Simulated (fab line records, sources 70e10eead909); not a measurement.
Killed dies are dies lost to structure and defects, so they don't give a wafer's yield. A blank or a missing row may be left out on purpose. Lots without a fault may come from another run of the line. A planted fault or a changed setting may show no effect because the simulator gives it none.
fab line records | flow nand_harc
record lots=12 wafers=36 last_day=25
route steps=1159 shown P_CONTACT@249 P_M0@271 END@1159
lots that met no fault: from a run of the same line without faults
start_h: hours from the record's first day to the start of the lot's first wafer shown | wait_h: hours since the lot's step before | " the same as in the row above | L1.1+2: a row that stands for several wafers | - no value, or no start given | * or withheld: withheld | < > ~ a bound
route shown NAME@n: a module of which the file shows steps, and the number in the route of the first | usual: mean/standard deviation of fault-free wafers | same: alike in all rows | chamber/n: place in a boat | sites: the reading at each site | _std_site: their standard deviation | _edge_site: outer sites' mean less inner sites' | radius_mm: how far each site lies from the wafer's centre | mask NAME#n: copy n | behind: the tool/chamber that last shaped the wafer | hold: why the lot was held/for how many hours/how that ended | device: the transistor (n, p or np) that didn't switch | end of line: the same wafers' tests at the end of the route | a step without rows: its recipe alone | killed: dies lost to structure and defects at the first sort, not the wafer's yield | map: a wafer's dies, x killed, . not, _ none there
set.NAME: the setting as run; set.NAME@STEP: as run at that earlier step | model.NAME: the simulator's own value behind a step, which no gauge read
steps of the route over a sample of lots; a table a step, a row a wafer
services: from which hour (start_h, from the record's first day; less than 0 if before it) a tool's chamber was out of use, for how many hours, and why
## steps
# step NHARC_P_CONTACT_CMP_24
# recipe t_overpolish_s=30 target_thk_nm=200
# usual motor_current_A=11.7/1.6 overpolish_run_s=30.001/0.0087 retaining_ring_pressure_frac=0.999/0.0052 slurry_filter_dp_kPa=13.49/0.14 time_to_endpoint_s=41.2/2.9
# columns lot.wafer tool chamber start_h wait_h motor_current_A overpolish_run_s retaining_ring_pressure_frac slurry_filter_dp_kPa time_to_endpoint_s
L207.1 cmp-03 0 107.81 0.5 12.0 29.996 0.998 13.67 36.9
L207.3 " 1 " " 12.2 30.003 1.006 13.67 39.1
L207.4 " 2 " " 10.7 30.007 0.999 13.54 36.6
L208.4 cmp-02 3 122.72 0.4 16.6 29.997 0.995 13.49 46.8
L208.1 " 0 " " 11.2 29.996 0.997 13.32 43.0
L208.5 " 2 " " 12.9 30.002 1.002 13.52 42.9
L211.1 cmp-02 1 138.02 0.6 13.5 29.997 1.007 13.51 37.9
L211.5 " 1 " " 12.6 30.005 0.999 13.50 36.8
L211.6 " 2 " " 12.6 29.997 0.998 13.65 37.5
L212.1 cmp-04 0 146.81 0.6 11.9 29.991 0.990 13.51 45.9
L212.3 " 1 " " 10.0 30.005 0.992 13.69 43.1
L212.2 " 2 " " 10.1 29.995 0.998 13.37 38.6
L214.2 cmp-03 2 163.40 0.6 11.5 30.010 1.003 13.55 36.5
L214.6 " 0 " " 11.5 29.977 1.002 13.60 38.0
L214.5 " 1 " " 12.5 29.982 1.003 13.54 38.4
L215.1 cmp-03 3 163.89 0.5 11.3 30.003 1.007 13.29 41.1
L215.4 " 0 " " 11.6 29.996 0.994 13.40 39.0
L215.6 " 3 " " 10.7 29.983 1.007 13.44 41.0
L216.3 cmp-03 1 174.42 0.3 12.4 30.002 0.992 13.64 39.6
L216.1 " 3 " " 10.3 30.027 1.003 13.53 42.5
L216.6 " 0 " " 11.4 30.005 1.000 13.32 40.4
L218.3 cmp-03 0 197.56 0.4 12.1 29.997 0.988 13.31 37.4
L218.5 " 2 " " 11.2 30.008 0.998 13.68 36.5
L218.6 " 3 " " 11.1 30.008 1.000 13.55 41.2
L222.1 cmp-02 2 210.42 0.6 12.2 30.013 1.004 13.38 41.1
L222.5 " 3 " " 16.3 29.992 0.993 13.44 46.3
L222.6 " 0 " " 10.9 29.996 1.012 13.20 44.2
L224.2 cmp-04 3 219.97 0.6 10.1 30.003 1.001 13.80 39.7
L224.5 " 0 " " 12.4 30.010 0.994 13.65 37.7
L224.6 " 1 " " 10.3 30.015 0.996 13.50 37.6
L228.3 cmp-02 3 240.44 0.4 16.8 29.994 0.998 13.25 43.8
L228.6 " 0 " " 11.2 29.994 0.996 13.49 39.1
L228.5 " 1 " " 12.1 30.001 0.999 13.53 38.2
L230.3 cmp-02 3 255.85 0.3 17.1 30.003 0.996 13.65 48.1
L230.4 " 0 " " 11.2 30.001 0.996 13.45 40.4
L230.2 " 1 " " 13.8 30.009 0.992 13.57 42.0
# step NHARC_P_M0_STRIP_19
# recipe time_s=600 temp_c=30 chemistry=post_etch_residue_remover
# usual bath_heat_duty_pct=13.4/1.7 run_length_s=603.5/0.91
# columns lot.wafer tool chamber start_h wait_h bath_heat_duty_pct run_length_s
L207.3 wet_bench-01 1 109.83 - 15.4 604.6
L207.4 " 2 " " 10.6 602.7
L207.1 " 4 " " 13.7 603.3
L208.5 wet_bench-01 0 125.17 - 11.2 603.4
L208.1 " 3 " " 12.4 605.0
L208.4 " 4 " " 13.5 604.2
L211.1 wet_bench-05 0 140.09 - 13.4 603.7
L211.6 " 3 " " 11.7 604.9
L211.5 " 4 " " 13.6 604.6
L212.3 wet_bench-01 5 148.82 - 12.7 602.3
L212.2 " 6 " " 12.9 602.7
L212.1 " 0 " " 12.1 603.5
L214.2 wet_bench-03 0 165.54 - - -
L214.6 " 2 " " - -
L214.5 " 4 " " - -
L215.4 wet_bench-03 5 166.39 - - -
L215.6 " 7 " " - -
L215.1 " 1 " " - -
L216.3 wet_bench-01 3 176.53 - - -
L216.6 " 4 " " - -
L216.1 " 0 " " - -
L218.3 wet_bench-01 1 199.84 - 15.7 603.0
L218.6 " 3 " " 12.5 604.5
L218.5 " 5 " " 12.6 603.2
L222.1 wet_bench-03 6 212.75 - 15.4 602.2
L222.5 " 1 " " 12.1 603.7
L222.6 " 2 " " 12.0 602.8
L224.6 wet_bench-03 6 222.04 - 14.1 603.0
L224.2 " 0 " " 15.0 603.0
L224.5 " 1 " " 11.3 603.6
L228.3 wet_bench-01 3 242.51 - 13.8 604.2
L228.6 " 4 " " 14.8 603.2
L228.5 " 7 " " 12.6 602.6
L230.2 wet_bench-01 6 257.96 - 14.1 602.4
L230.3 " 1 " " 15.4 604.0
L230.4 " 3 " " 12.5 604.6
# step NHARC_P_M0_PVD_20
# recipe target_thk_a=50 bias_v=168.6 power_w=15000 chamber_pressure_pa=0.12 time_s=8.06 substrate_temp_c=50 material=TaN
# usual throttle_valve_pct=30.2/0.46
# columns lot.wafer tool chamber start_h wait_h throttle_valve_pct
L207.3 pvd_sputter-02 - - - 30.3
L207.1 " - " " 30.1
L207.4 " - " " 29.6
L208.1 pvd_sputter-03 - - - 30.2
L208.4 " - " " 30.1
L208.5 " - " " 30.3
L211.1 pvd_sputter-02 - - - 30.6
L211.5 " - " " 29.9
L211.6 " - " " 29.5
L212.1 pvd_sputter-02 - - - 29.5
L212.2 " - " " 30.2
L212.3 " - " " 30.1
L214.2 pvd_sputter-02 - - - 30.2
L214.6 " - " " 29.9
L214.5 " - " " 29.6
L215.1 pvd_sputter-02 - - - 30.0
L215.4 " - " " 29.9
L215.6 " - " " 29.6
L216.1 pvd_sputter-01 - - - 30.5
L216.3 " - " " 30.4
L216.6 " - " " 30.0
L218.3 pvd_sputter-02 - - - 30.4
L218.5 " - " " 30.3
L218.6 " - " " 30.5
L222.1 pvd_sputter-02 - - - 30.0
L222.5 " - " " 30.0
L222.6 " - " " 29.4
L224.2 pvd_sputter-01 - - - 30.1
L224.6 " - " " 30.5
L224.5 " - " " 30.5
L228.3 pvd_sputter-01 - - - 30.3
L228.5 " - " " 30.6
L228.6 " - " " 30.3
L230.3 pvd_sputter-03 - - - 30.7
L230.4 " - " " 30.0
L230.2 " - " " 30.0
# step NHARC_P_M0_THK_MEAS_24
# recipe thk_meas_gauge=xrf
# usual thk_nm=117.6/1.3
# columns lot.wafer tool chamber start_h wait_h thk_nm
L207.1 film_metro-02 - 111.81 - 118.5
L207.3 " - " " 119.1
L207.4 " - " " 117.9
L208.1 film_metro-01 - 127.80 - 118.3
L208.4 " - " " 116.2
L208.5 " - " " 118.8
L211.1 film_metro-01 - 141.76 - 116.2
L211.5 " - " " 117.4
L211.6 " - " " 118.1
L212.1 film_metro-01 - 150.48 - 118.0
L212.2 " - " " 119.4
L212.3 " - " " 118.1
L214.2 film_metro-02 - 167.50 - 117.3
L214.5 " - " " 118.2
L214.6 " - " " 118.4
L215.1 film_metro-01 - 168.10 - 118.9
L215.4 " - " " 119.9
L215.6 " - " " 118.1
L216.1 film_metro-01 - 178.20 - 118.1
L216.3 " - " " 117.5
L216.6 " - " " 117.4
L218.3 film_metro-02 - 201.53 - 117.3
L218.5 " - " " 117.2
L218.6 " - " " 116.6
L222.1 film_metro-02 - 214.41 - 117.4
L222.5 " - " " 114.7
L222.6 " - " " 114.0
L224.2 film_metro-01 - 223.75 - 116.9
L224.5 " - " " 118.0
L224.6 " - " " 117.7
L228.3 film_metro-02 - 244.19 - 115.5
L228.5 " - " " 116.0
L228.6 " - " " 118.9
L230.2 film_metro-02 - 259.65 - 115.3
L230.3 " - " " 116.1
L230.4 " - " " 117.5
# step NHARC_END_SORT_01
# recipe temp_c=25
# usual defect_limited_yield=95.6/1.4 killed_at_array=25/9.2 killed_at_other=0.8/1.2 killed_at_periphery=3.9/2.6 killed_dies=30/9.7 killed_open=3.4/1.9 killed_short=2.0/1.4 sort_bin_2_pct=1.4/0.62 sort_bin_3_pct=0.24/0.2 sort_bin_4_pct=2.8/0.92 sort_n_pass=647/9.7 sort_rim_yield_pct=94/3.3 sort_yield_pct=95.6/1.4
# same gross_dies=677 sort_bin_5_pct[%]=0 sort_bin_6_pct[%]=0 sort_bin_7_pct[%]=0 sort_bin_8_pct[%]=0 sort_rim_n_gross=106.00
# columns lot.wafer tool chamber start_h wait_h defect_limited_yield[%] killed_at_array killed_at_other killed_at_periphery killed_dies killed_open killed_short sort_bin_2_pct[%] sort_bin_3_pct[%] sort_bin_4_pct[%] sort_n_pass sort_rim_yield_pct[%] sort_yield_pct[%]
L218.3 prober-02 0 519.11 3.1 94.4 35 2 1 38 4 2 1.9 0.59 3.1 639 94 94.4
L218.5 prober-02 0 520.73 3.7 94.5 33 2 2 37 4 5 1.6 0.59 3.2 640 88 94.5
L218.6 prober-02 0 521.54 4.1 94.5 34 1 2 37 2 1 1.9 0.30 3.2 640 95 94.5
# killed by level:class
L218.3 A_CHANNEL_HOLE_D1:chamber_film_flake=17 A_SLIT:chamber_film_flake=9 A_CONTACT:chamber_film_flake=3 A_M0:geometric_particle:open=2 HYBRID_BOND:chamber_film_flake=2 P_CONTACT:geometric_particle:short=1 A_CHANNEL_HOLE_D1:geometric_particle:open=1 A_SGD_CUT:geometric_particle:short=1
L218.5 A_SLIT:chamber_film_flake=12 A_CHANNEL_HOLE_D1:chamber_film_flake=8 A_CONTACT:geometric_particle:open=3 A_CONTACT:chamber_film_flake=3 A_CHANNEL_FILL_D1:geometric_particle:short=2 HYBRID_BOND:chamber_film_flake=2 P_STI:geometric_particle:short=1 A_ONON_D1:geometric_particle:open=1
L218.6 A_CHANNEL_HOLE_D1:chamber_film_flake=17 A_SLIT:chamber_film_flake=11 A_ONON_D1:geometric_particle:open=1 A_CONTACT:geometric_particle:open=1 A_CONTACT:geometric_particle:short=1 P_ZERO_WELL:chamber_film_flake=1 P_GATE:chamber_film_flake=1 A_STAIRCASE:chamber_film_flake=1
## services
# columns tool chamber start_h hours kind
pvd_sputter-03 - 102.05 10.0 pm
cmp-04 - 105.08 4.0 pm
cmp-02 - 128.50 4.0 pm
wet_bench-01 - 132.68 1.2 repair
wet_bench-03 - 146.40 8.0 pm
cmp-03 - 156.00 4.0 pm
pvd_sputter-01 - 158.00 10.0 pm
cmp-02 - 174.05 0.3 repair
cmp-03 - 177.76 0.9 repair
wet_bench-05 - 196.81 8.0 pm
cmp-02 - 197.48 1.5 repair
cmp-04 - 203.08 4.0 pm
cmp-03 - 210.26 1.8 repair
cmp-02 - 211.97 0.4 repair
wet_bench-01 - 213.61 8.0 pm
wet_bench-01 0 221.61 - consumable_replace:bath
wet_bench-01 0 221.61 - consumable_replace:filter
wet_bench-01 1 221.61 - consumable_replace:bath
wet_bench-01 1 221.61 - consumable_replace:filter
wet_bench-01 2 221.61 - consumable_replace:bath
cmp-02 - 226.50 4.0 pm
pvd_sputter-01 - 247.25 2.6 repair
cmp-03 - 254.11 4.0 pm
cmp-02 - 257.86 0.4 repair
## key
first_sign step=NHARC_P_M0_STRIP_19 reading=tool_record direction=missing
effect none on later readings
met_at NHARC_P_M0_STRIP_19
struck_lots L214,L215,L216
not_acting_at NHARC_P_CONTACT_CMP_24,NHARC_P_M0_PVD_20,NHARC_P_M0_THK_MEAS_24
onset_between 148.82 165.54
fault kind=skipped_step_whole tool=wet_bench-01,wet_bench-03 chamber=- onset_h=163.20 steps=NHARC_P_M0_STRIP_19 scope=struck_lots_only
